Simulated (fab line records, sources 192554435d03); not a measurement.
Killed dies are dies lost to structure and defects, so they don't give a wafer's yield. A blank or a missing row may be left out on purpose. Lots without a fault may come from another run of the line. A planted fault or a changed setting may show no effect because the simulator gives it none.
fab line records | flow n5_finfet | part 1 of 2: steps 1 to 15 of 26
record lots=5 wafers=15 last_day=21
route steps=1938 shown FIN_CUT@163 STI_FIN_REVEAL@183
lots that met no fault: from a run of the same line without faults
start_h: hours from the record's first day to the start of the lot's first wafer shown | wait_h: hours since the lot's step before | " the same as in the row above | L1.1+2: a row that stands for several wafers | - no value, or no start given | * or withheld: withheld | < > ~ a bound
route shown NAME@n: a module of which the file shows steps, and the number in the route of the first | usual: mean/standard deviation of fault-free wafers | same: alike in all rows | chamber/n: place in a boat | sites: the reading at each site | _std_site: their standard deviation | _edge_site: outer sites' mean less inner sites' | radius_mm: how far each site lies from the wafer's centre | mask NAME#n: copy n | behind: the tool/chamber that last shaped the wafer | hold: why the lot was held/for how many hours/how that ended | device: the transistor (n, p or np) that didn't switch | end of line: the same wafers' tests at the end of the route | a step without rows: its recipe alone | killed: dies lost to structure and defects at the first sort, not the wafer's yield | map: a wafer's dies, x killed, . not, _ none there
set.NAME: the setting as run; set.NAME@STEP: as run at that earlier step | model.NAME: the simulator's own value behind a step, which no gauge read
lots at some steps of the route; a table a step, a row a wafer
services: from which hour (start_h, from the record's first day; less than 0 if before it) a tool's chamber was out of use, for how many hours, and why
## steps
# step N5_FIN_CUT_CD_MEAS_08
# recipe target_cd_nm=29.1 landing_energy_ev=500 detector=se_inlens polarity=opening
# usual cd_nm=29.16/0.24
# columns lot.wafer tool chamber start_h wait_h cd_nm
L075.1 cd_sem-02 0 32.70 - 29.41
L075.3 " 0 " " 29.09
L075.6 " 0 " " 29.62
L080.1 cd_sem-03 0 62.99 - 28.99
L080.2 " 0 " " 29.06
L080.6 " 0 " " 29.26
L087.1 cd_sem-03 0 107.13 - 29.65
L087.3 " 0 " " 28.87
L087.5 " 0 " " 29.49
L089.4 cd_sem-03 0 117.35 - 29.05
L089.5 " 0 " " 29.95
L089.6 " 0 " " 29.18
L092.3 cd_sem-01 0 135.31 - 29.12
L092.4 " 0 " " 28.88
L092.6 " 0 " " 28.77
# step N5_FIN_CUT_OVL_MEAS_09
# recipe points_per_wafer=522
# usual FIN_CUT_OVL=-0.7/0.65
# columns lot.wafer tool chamber start_h wait_h FIN_CUT_OVL[nm]
L075.1 overlay-01 0 32.73 0.0 -0.9
L075.3 " 0 " " -0.8
L075.6 " 0 " " -1.9
L080.1 overlay-02 0 63.02 0.0 -1.0
L080.2 " 0 " " -1.0
L080.6 " 0 " " -0.4
L087.1 overlay-02 0 107.16 0.0 -0.7
L087.3 " 0 " " -0.2
L087.5 " 0 " " -1.3
L089.4 overlay-01 0 117.40 0.0 -1.1
L089.5 " 0 " " -0.2
L089.6 " 0 " " -0.7
L092.3 overlay-02 0 135.35 0.0 -1.0
L092.4 " 0 " " 0.2
L092.6 " 0 " " 0.3
# step N5_FIN_CUT_INSPECT_10
# recipe mode=adi inspect_instrument=brightfield
# usual raw_defect_count=41/11
# columns lot.wafer tool chamber start_h wait_h raw_defect_count
L075.1 defect_inspect-02 - 32.79 0.1 48
L075.3 " - " " 30
L075.6 " - " " 27
L080.1 defect_inspect-02 - 63.08 0.1 32
L080.2 " - " " 43
L080.6 " - " " 23
L087.1 defect_inspect-02 - 107.22 0.1 33
L087.3 " - " " 49
L087.5 " - " " 41
L089.4 defect_inspect-02 - 117.44 0.0 42
L089.5 " - " " 45
L089.6 " - " " 25
L092.3 defect_inspect-01 - 135.40 0.0 33
L092.4 " - " " 41
L092.6 " - " " 37
# step N5_FIN_CUT_DESCUM_13
# recipe chemistry=O2 time_s=7 source_power_w=50 bias_power_w=20 pressure_mtorr=20 rf_frequency_hz=2.712e+07 temp_c=40 resist=CAR-EUV o2_flow_sccm=225
# usual drypump_motor_current_A=5.8/0.36 oes_product_au=0.81/0.091 rf_vpp_V=243.1/1.2 showerhead_plenum_p_Torr=2.09/0.065 throttle_valve_pct=20.43/0.2
# columns lot.wafer tool chamber start_h wait_h drypump_motor_current_A oes_product_au rf_hours_counter_h rf_vpp_V showerhead_plenum_p_Torr throttle_valve_pct
L075.1 rie_diel-01 1 32.88 0.1 5.6 0.76 187 241.7 1.99 20.62
L075.3 " 3 " " 6.0 0.70 237 245.2 2.15 20.59
L075.6 " 0 " " 5.4 0.70 - 241.8 2.07 20.71
L080.1 rie_diel-03 2 63.20 0.1 5.9 0.90 17 244.1 2.14 20.28
L080.2 " 0 " " 6.0 0.96 5 241.4 2.07 20.55
L080.6 " 2 " " 5.9 0.90 - 243.7 2.14 20.29
L087.1 rie_diel-06 2 107.42 0.2 5.5 0.83 84 242.5 2.12 20.32
L087.3 " 0 " " 6.5 0.79 122 243.4 2.20 20.38
L087.5 " 3 " " 5.8 0.70 - 241.1 1.98 20.24
L089.4 rie_diel-06 1 117.47 0.0 6.3 0.66 249 241.7 2.06 20.81
L089.5 " 2 " " 5.5 0.82 - 243.5 2.12 20.33
L089.6 " 1 " " 6.3 0.67 - 242.9 2.06 20.80
L092.3 rie_diel-03 0 135.49 0.1 6.0 0.91 24 242.6 2.06 20.61
L092.4 " 1 " " 5.2 0.70 207 243.9 2.16 20.22
L092.6 " 2 " " 5.9 0.86 - 244.5 2.13 20.31
# step N5_FIN_CUT_ETCH_30
# recipe chemistry=N2/H2 target=underlayer target_depth_a=130 mask_material=CAR-EUV time_s=10.4 ion_energy_ev=200 pressure_mtorr=30 source_w=840 bias_w=150 n2_flow_sccm=200 h2_flow_sccm=200 ends=cleared
# usual drypump_motor_current_A=5.8/0.36 etch_rf_on_time_s=10.38/0.14 oes_product_au=0.69/0.078 rf_vpp_V=523.8/2.2 showerhead_plenum_p_Torr=2.54/0.078 throttle_valve_pct=17.86/0.21
# columns lot.wafer tool chamber start_h wait_h drypump_motor_current_A etch_rf_on_time_s oes_product_au rf_hours_counter_h rf_vpp_V showerhead_plenum_p_Torr throttle_valve_pct
L075.1 rie_diel-01 1 32.92 0.0 5.7 10.40 0.64 187 520.4 2.42 18.14
L075.3 " 3 " " 6.1 10.29 0.61 237 524.0 2.62 18.04
L075.6 " 0 " " 5.4 10.52 0.60 - 522.8 2.52 18.12
L080.1 rie_diel-03 2 63.23 0.0 5.9 10.19 0.77 17 524.7 2.60 17.78
L080.2 " 0 " " 6.0 10.26 0.83 5 524.0 2.50 17.83
L080.6 " 2 " " 5.9 10.19 0.78 - 526.6 2.60 17.77
L087.1 rie_diel-06 2 107.45 0.0 5.5 10.33 0.71 84 524.3 2.58 17.68
L087.3 " 0 " " 6.5 10.47 0.68 122 526.7 2.66 17.83
L087.5 " 3 " " 5.8 10.44 0.60 - 519.9 2.42 17.72
L089.4 rie_diel-06 1 117.51 0.0 6.3 10.42 0.56 249 523.6 2.51 18.24
L089.5 " 2 " " 5.5 10.23 0.71 - 524.8 2.58 17.65
L089.6 " 1 " " 6.3 10.37 0.57 - 521.6 2.50 18.26
L092.3 rie_diel-03 0 135.53 0.0 6.0 10.32 0.77 24 523.7 2.49 17.88
L092.4 " 1 " " 5.2 10.57 0.61 207 527.4 2.62 17.70
L092.6 " 2 " " 5.9 10.26 0.74 - 525.0 2.60 17.81
# step N5_FIN_CUT_ETCH_20
# recipe chemistry=CF4 target=SiARC target_depth_a=260 mask_material=CAR-EUV time_s=43.3 ion_energy_ev=80 pressure_mtorr=40 source_w=545 bias_w=36 Ar_flow_sccm=100 cf4_flow_sccm=100 ends=cleared
# usual drypump_motor_current_A=5.8/0.36 etch_rf_on_time_s=43.3/0.62 oes_product_au=0.69/0.078 rf_vpp_V=184.0/1.1 showerhead_plenum_p_Torr=2.14/0.062 throttle_valve_pct=15.61/0.21
# columns lot.wafer tool chamber start_h wait_h drypump_motor_current_A etch_rf_on_time_s oes_product_au rf_hours_counter_h rf_vpp_V showerhead_plenum_p_Torr throttle_valve_pct
L075.1 rie_diel-01 1 32.94 0.0 5.6 44.2 0.64 187 183.0 2.04 15.81
L075.3 " 3 " " 6.1 43.2 0.61 237 184.3 2.20 15.82
L075.6 " 0 " " 5.4 44.6 0.59 - 183.9 2.12 15.93
L080.1 rie_diel-03 2 63.25 0.0 5.9 42.9 0.77 17 183.9 2.19 15.47
L080.2 " 0 " " 6.0 43.1 0.82 5 184.5 2.11 15.58
L080.6 " 2 " " 5.9 42.5 0.77 - 185.2 2.19 15.46
L087.1 rie_diel-06 2 107.47 0.0 5.5 42.5 0.71 84 183.7 2.17 15.46
L087.3 " 0 " " 6.5 43.2 0.68 122 185.3 2.23 15.53
L087.5 " 3 " " 5.8 43.4 0.60 - 181.5 2.04 15.48
L089.4 rie_diel-06 1 117.53 0.0 6.2 43.1 0.57 249 184.3 2.12 16.06
L089.5 " 2 " " 5.5 42.4 0.71 - 184.8 2.17 15.47
L089.6 " 1 " " 6.3 43.1 0.57 - 183.8 2.12 16.06
L092.3 rie_diel-03 0 135.55 0.0 6.0 42.9 0.78 24 183.2 2.10 15.64
L092.4 " 1 " " 5.2 44.0 0.61 207 186.3 2.21 15.48
L092.6 " 2 " " 5.9 42.5 0.73 - 185.3 2.18 15.51
# step N5_FIN_CUT_ETCH_21
# recipe chemistry=N2/H2 target=SOC target_depth_a=2190 overetch_a=438 mask_material=SiARC temp_c=40 ion_energy_ev=100 bias_w=61 time_s=523.5 pressure_mtorr=30 source_w=850 n2_flow_sccm=200 h2_flow_sccm=200
# usual drypump_motor_current_A=5.8/0.36 oes_product_au=0.74/0.08 rf_vpp_V=240.6/1.3 showerhead_plenum_p_Torr=2.54/0.078 throttle_valve_pct=17.82/0.21
# columns lot.wafer tool chamber start_h wait_h drypump_motor_current_A oes_product_au rf_hours_counter_h rf_vpp_V showerhead_plenum_p_Torr throttle_valve_pct
L075.1 rie_diel-01 1 32.97 0.0 5.6 0.69 188 238.7 2.42 18.10
L075.3 " 3 " " 6.1 0.65 237 241.5 2.62 17.99
L075.6 " 0 " " 5.4 0.65 - 241.8 2.52 18.10
L080.1 rie_diel-03 2 63.29 0.0 5.9 0.82 18 240.7 2.60 17.72
L080.2 " 0 " " 6.0 0.88 5 239.9 2.50 17.79
L080.6 " 2 " " 5.9 0.82 - 241.5 2.60 17.73
L087.1 rie_diel-06 2 107.51 0.0 5.5 0.75 84 240.6 2.58 17.61
L087.3 " 0 " " 6.5 0.73 122 241.9 2.66 17.80
L087.5 " 3 " " 5.8 0.65 - 239.8 2.42 17.69
L089.4 rie_diel-06 1 117.57 0.0 6.3 0.61 249 239.0 2.50 18.21
L089.5 " 2 " " 5.5 0.76 - 241.6 2.58 17.61
L089.6 " 1 " " 6.3 0.61 - 240.1 2.50 18.22
L092.3 rie_diel-03 0 135.58 0.0 6.0 0.83 24 240.4 2.49 17.82
L092.4 " 1 " " 5.2 0.65 207 241.7 2.62 17.69
L092.6 " 2 " " 5.9 0.79 - 240.8 2.60 17.77
# step N5_FIN_CUT_STRIP_23
# recipe chemistry=N2/H2 temp_c=40 n2_flow_sccm=200 h2_flow_sccm=200 rf_frequency_hz=6e+07
# columns lot.wafer tool chamber start_h wait_h
L075.1+3+6 rie_diel-01 1,3,0 33.28 0.2
L080.1+2+6 rie_diel-03 2,0,2 63.59 0.2
L087.1+3+5 rie_diel-06 2,0,3 107.81 0.2
L089.4+5+6 rie_diel-06 1,2,1 117.87 0.2
L092.3+4+6 rie_diel-03 0,1,2 135.89 0.2
# step N5_FIN_CUT_STRIP_31
# recipe chemistry=N2/H2 temp_c=40 n2_flow_sccm=200 h2_flow_sccm=200 rf_frequency_hz=6e+07
# columns lot.wafer tool chamber start_h wait_h
L075.1+3+6 rie_diel-01 1,3,0 33.29 0.0
L080.1+2+6 rie_diel-03 2,0,2 63.60 0.0
L087.1+3+5 rie_diel-06 2,0,3 107.82 0.0
L089.4+5+6 rie_diel-06 1,2,1 117.88 0.0
L092.3+4+6 rie_diel-03 0,1,2 135.90 0.0
# step N5_FIN_CUT_STRIP_24
# recipe chemistry=CF4 resist=SiARC power_w=300 bias_power_w=75 pressure_mtorr=50 cf4_flow_sccm=150 rf_frequency_hz=6e+07
# usual drypump_motor_current_A=5.8/0.36 oes_product_au=0.80/0.085 rf_vpp_V=271.2/1.4 showerhead_plenum_p_Torr=1.79/0.052 throttle_valve_pct=13.58/0.21
# columns lot.wafer tool chamber start_h wait_h drypump_motor_current_A oes_product_au rf_hours_counter_h rf_vpp_V showerhead_plenum_p_Torr throttle_valve_pct
L075.1 rie_diel-01 1 33.30 0.0 5.6 0.75 188 270.2 1.71 13.78
L075.3 " 3 " " 6.1 0.69 237 274.0 1.84 13.82
L075.6 " 0 " " 5.4 0.70 - 270.5 1.78 13.91
L080.1 rie_diel-03 2 63.61 0.0 5.8 0.89 18 271.0 1.83 13.40
L080.2 " 0 " " 6.0 0.96 5 269.3 1.76 13.50
L080.6 " 2 " " 5.9 0.90 - 270.8 1.83 13.40
L087.1 rie_diel-06 2 107.83 0.0 5.5 0.82 84 270.3 1.81 13.41
L087.3 " 0 " " 6.5 0.78 122 273.7 1.87 13.50
L087.5 " 3 " " 5.8 0.70 - 269.3 1.70 13.50
L089.4 rie_diel-06 1 117.89 0.0 6.3 0.65 249 270.5 1.77 14.05
L089.5 " 2 " " 5.5 0.82 - 272.0 1.81 13.41
L089.6 " 1 " " 6.3 0.66 - 270.6 1.78 14.07
L092.3 rie_diel-03 0 135.91 0.0 6.0 0.89 24 269.0 1.76 13.53
L092.4 " 1 " " 5.2 0.70 207 273.0 1.85 13.53
L092.6 " 2 " " 5.9 0.85 - 271.2 1.83 13.45
# step N5_FIN_CUT_CUT_ETCH_26
# recipe chemistry=CH3F/O2 target=SiNx target_depth_a=390 mask_material=SOC time_s=55.7 pressure_mtorr=30 source_w=395 bias_w=73 Ar_flow_sccm=150 CH3F_flow_sccm=30 O2_flow_sccm=20 ion_energy_ev=120
# usual drypump_motor_current_A=5.8/0.36 oes_o_777_au=0.81/0.09 oes_product_au=0.81/0.091 rf_vpp_V=296/3.3 showerhead_plenum_p_Torr=2.00/0.06 throttle_valve_pct=16.36/0.2
# columns lot.wafer tool chamber start_h wait_h drypump_motor_current_A oes_o_777_au oes_product_au rf_hours_counter_h rf_vpp_V showerhead_plenum_p_Torr throttle_valve_pct
L075.1 rie_diel-01 1 33.32 0.0 5.6 0.74 0.76 188 295 1.91 16.58
L075.3 " 3 " " 6.1 0.72 0.71 237 292 2.05 16.52
L075.6 " 0 " " 5.4 0.71 0.71 - 294 1.98 16.71
L080.1 rie_diel-03 2 63.63 0.0 5.9 0.92 0.90 18 295 2.05 16.21
L080.2 " 0 " " 6.0 0.96 0.97 5 300 1.97 16.38
L080.6 " 2 " " 5.9 0.91 0.92 - 293 2.05 16.21
L087.1 rie_diel-06 2 107.85 0.0 5.5 0.84 0.83 84 296 2.03 16.26
L087.3 " 0 " " 6.5 0.79 0.79 122 298 2.09 16.30
L087.5 " 3 " " 5.8 0.71 0.71 - 293 1.90 16.24
L089.4 rie_diel-06 1 117.91 0.0 6.3 0.67 0.67 249 292 1.97 16.78
L089.5 " 2 " " 5.5 0.83 0.83 - 299 2.03 16.26
L089.6 " 1 " " 6.3 0.67 0.66 - 292 1.97 16.81
L092.3 rie_diel-03 0 135.93 0.0 6.0 0.91 0.91 24 299 1.97 16.41
L092.4 " 1 " " 5.2 0.71 0.71 207 301 2.06 16.23
L092.6 " 2 " " 5.9 0.87 0.87 - 294 2.04 16.25
# step N5_FIN_CUT_CUT_ETCH_27
# recipe chemistry=CHF3/O2 target=SiO2 target_depth_a=40 mask_material=SOC overetch_a=20 time_s=4.9 pressure_mtorr=30 source_w=650 bias_w=170 Ar_flow_sccm=200 CHF3_flow_sccm=50 O2_flow_sccm=5 ion_energy_ev=200
# usual drypump_motor_current_A=5.8/0.36 oes_o_777_au=0.81/0.09 oes_product_au=0.64/0.068 rf_vpp_V=521/6.2 showerhead_plenum_p_Torr=2.41/0.07 throttle_valve_pct=18.83/0.2
# columns lot.wafer tool chamber start_h wait_h drypump_motor_current_A oes_o_777_au oes_product_au rf_hours_counter_h rf_vpp_V showerhead_plenum_p_Torr throttle_valve_pct
L075.1 rie_diel-01 1 33.36 0.0 5.7 0.75 0.59 188 519 2.30 19.03
L075.3 " 3 " " 6.0 0.72 0.56 237 514 2.47 18.97
L075.6 " 0 " " 5.4 0.72 0.56 - 518 2.39 19.14
L080.1 rie_diel-03 2 63.68 0.0 5.9 0.89 0.71 18 519 2.47 18.73
L080.2 " 0 " " 6.0 0.98 0.75 5 530 2.37 18.89
L080.6 " 2 " " 5.9 0.90 0.71 - 518 2.47 18.73
L087.1 rie_diel-06 2 107.90 0.0 5.6 0.84 0.65 84 521 2.44 18.73
L087.3 " 0 " " 6.5 0.80 0.63 122 526 2.52 18.76
L087.5 " 3 " " 5.8 0.70 0.56 - 518 2.29 18.69
L089.4 rie_diel-06 1 117.95 0.0 6.4 0.67 0.53 249 512 2.38 19.24
L089.5 " 2 " " 5.5 0.83 0.65 - 523 2.44 18.75
L089.6 " 1 " " 6.3 0.67 0.53 - 514 2.38 19.24
L092.3 rie_diel-03 0 135.97 0.0 6.0 0.92 0.70 24 528 2.37 18.91
L092.4 " 1 " " 5.2 0.71 0.57 207 533 2.48 18.64
L092.6 " 2 " " 5.9 0.86 0.68 - 518 2.46 18.77
# step N5_FIN_CUT_PRECLEAN_35
# recipe time_s=13.3 temp_c=45 pressure_torr=125 p_hf_torr=3 p_coreactant_torr=25 chemistry=vHF
# usual drypump_motor_current_A=5.2/0.36
# columns lot.wafer tool chamber start_h wait_h drypump_motor_current_A
L075.1 vapor_etch-02 1 33.44 0.1 5.1
L075.3 " 0 " " 5.2
L075.6 " 0 " " 5.2
L080.1 vapor_etch-02 1 63.75 0.0 5.1
L080.2 " 0 " " 5.2
L080.6 " 1 " " 5.1
L087.1 vapor_etch-01 1 107.97 0.0 5.8
L087.3 " 1 " " 5.8
L087.5 " 0 " " 4.7
L089.4 vapor_etch-01 0 118.04 0.1 4.7
L089.5 " 0 " " 4.7
L089.6 " 1 " " 5.8
L092.3 vapor_etch-02 1 136.06 0.1 5.1
L092.4 " 0 " " 5.2
L092.6 " 0 " " 5.2
# step N5_FIN_CUT_CUT_ETCH_15
# recipe chemistry=HBr/Cl2/O2 target=Si target_depth_a=1000 bt_time_s=10 mask_material=SOC time_s=42.4 ion_energy_ev=* bias_w=* pressure_mtorr=10 icp_w=800 HBr_flow_sccm=150 Cl2_flow_sccm=80 O2_flow_sccm=12
# usual drypump_motor_current_A=5.8/0.37 he_backside_leak_sccm=2.8/0.36 oes_o_777_au=0.994/0.025 oes_product_au=0.995/0.018 throttle_valve_pct=37.00/0.25
# columns lot.wafer tool chamber start_h wait_h drypump_motor_current_A he_backside_leak_sccm oes_o_777_au oes_product_au rf_hours_counter_h throttle_valve_pct
L075.1 rie_si-04 3 33.52 0.1 5.3 3.1 0.943 0.983 166 37.14
L075.3 " 2 " " 5.0 2.5 1.048 1.024 81 37.12
L075.6 " 2 " " 5.0 2.4 1.050 1.031 - 37.12
L080.1 rie_si-02 2 63.83 0.1 5.9 2.5 1.041 1.009 170 36.68
L080.2 " 1 " " 5.4 2.9 1.047 1.029 36 36.80
L080.6 " 0 " " 5.7 2.8 1.018 1.000 - 37.20
L087.1 rie_si-06 0 108.05 0.1 5.6 2.4 0.986 0.974 61 37.34
L087.3 " 3 " " 5.9 2.7 0.998 1.019 134 37.09
L087.5 " 2 " " 6.1 2.9 0.991 0.974 - 36.60
L089.4 rie_si-06 0 118.10 0.0 5.6 2.6 0.986 0.977 61 37.35
L089.5 " 2 " " 6.2 3.1 0.990 0.979 - 36.59
L089.6 " 1 " " 6.1 2.9 0.967 0.994 - 37.07
L092.3 rie_si-06 0 136.12 0.0 5.6 2.5 0.979 0.976 61 37.34
L092.4 " 3 " " 5.9 2.6 0.992 1.016 135 37.10
L092.6 " 2 " " 6.2 2.9 0.992 0.975 - 36.60
# step N5_FIN_CUT_CUT_ETCH_28
# recipe chemistry=HBr/Cl2/O2 target=Si target_depth_a=60 mask_material=SOC time_s=2.4 ion_energy_ev=* bias_w=* pressure_mtorr=10 icp_w=800 HBr_flow_sccm=150 Cl2_flow_sccm=80 O2_flow_sccm=12
# usual drypump_motor_current_A=5.8/0.36 he_backside_leak_sccm=2.8/0.36 oes_o_777_au=0.994/0.025 oes_product_au=0.994/0.018 throttle_valve_pct=36.99/0.25
# columns lot.wafer tool chamber start_h wait_h drypump_motor_current_A he_backside_leak_sccm oes_o_777_au oes_product_au rf_hours_counter_h throttle_valve_pct
L075.1 rie_si-04 3 33.57 0.0 5.3 3.0 0.945 0.990 166 37.13
L075.3 " 2 " " 5.0 2.8 1.047 1.018 81 37.10
L075.6 " 2 " " 5.0 2.6 1.045 1.020 - 37.12
L080.1 rie_si-02 2 63.88 0.0 5.9 2.8 1.044 1.010 170 36.66
L080.2 " 1 " " 5.4 3.0 1.050 1.023 36 36.78
L080.6 " 0 " " 5.8 2.6 1.013 0.995 - 37.18
L087.1 rie_si-06 0 108.10 0.0 5.6 2.3 0.981 0.970 61 37.35
L087.3 " 3 " " 5.9 2.7 1.001 1.018 134 37.09
L087.5 " 2 " " 6.1 2.9 0.993 0.978 - 36.62
L089.4 rie_si-06 0 118.16 0.0 5.6 2.5 0.987 0.976 61 37.36
L089.5 " 2 " " 6.1 3.0 0.996 0.979 - 36.59
L089.6 " 1 " " 6.1 2.9 0.977 0.991 - 37.06
L092.3 rie_si-06 0 136.18 0.0 5.7 2.7 0.992 0.972 61 37.34
L092.4 " 3 " " 5.9 2.7 0.999 1.018 135 37.09
L092.6 " 2 " " 6.2 2.9 0.983 0.981 - 36.61
